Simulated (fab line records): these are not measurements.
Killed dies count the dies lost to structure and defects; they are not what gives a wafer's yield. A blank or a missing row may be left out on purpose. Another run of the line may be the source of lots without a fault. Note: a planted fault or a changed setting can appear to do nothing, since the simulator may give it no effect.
What tool caused it? -- flow nand-harc -- at 1 step of a route of 1302, 12 lots with 36 wafers sampled

== WHAT THE GAUGES SHOWED, per wafer ==
NHARC_A_SLIT_CD_MEAS_21. Usual: cd-nm 289.6 nm, standard deviation 1.
lot,measured,on,cd-nm (nm),flag
L730,day 21 15:37,cd-sem-01,291.1 291.6 290.5,
L733,day 22 02:21,cd-sem-01,290.5 290.1 290.5,
L732,day 22 02:44,cd-sem-03,290.0 290.6 290.6,
L740,day 25 02:47,cd-sem-03,288.6 289.1 289.2,
L741,day 25 09:04,cd-sem-03,289.5 288.4 289.4,
L743,day 26 04:28,cd-sem-03,288.7 289.1 289.0,
L742,day 26 04:31,cd-sem-01,290.6 289.9 290.2,
L744,day 27 10:51,cd-sem-01,288.2 288.2 286.8,
L746,day 28 00:21,cd-sem-02,291.1 290.1 290.9,
L749,day 29 09:05,cd-sem-03,286.7 288.5 287.1,
L751,day 29 12:50,cd-sem-02,289.3 289.7 289.9,
L750,day 30 02:43,cd-sem-03,289.0 290.2 289.4,

== EACH LOT AND THE TOOL THAT RAN IT (in order: tool; ch and the chambers of the sampled wafers; start) ==
There is no process step in the record ahead of these readings.

== WHAT THE TOOLS THEMSELVES READ (means of the sampled wafers that have a number; where no wafer has one, the mark that the record gives instead) ==
The record holds no such reading with a usual standard deviation.

== THE ANSWER, worked out from the rows above alone ==
Rule: a lot is off if the mean of its wafers that have a number lies more than 3 standard deviations from the usual mean. Also off: a lot with no number at a reading for which 4 or more lots have one. Where the step has rows for the other lots, those lots are counted as sound. Order of review: gauges by route order, followed by the tools' own readings, for which a lot's mean as printed above is used. At the first step where some lot is off, the reading lying furthest off is the one used; lots without a number count as furthest.
Nothing can be told from this: no lot is off at any reading shown.

== WHAT THE SIMULATOR HAD PUT IN ==
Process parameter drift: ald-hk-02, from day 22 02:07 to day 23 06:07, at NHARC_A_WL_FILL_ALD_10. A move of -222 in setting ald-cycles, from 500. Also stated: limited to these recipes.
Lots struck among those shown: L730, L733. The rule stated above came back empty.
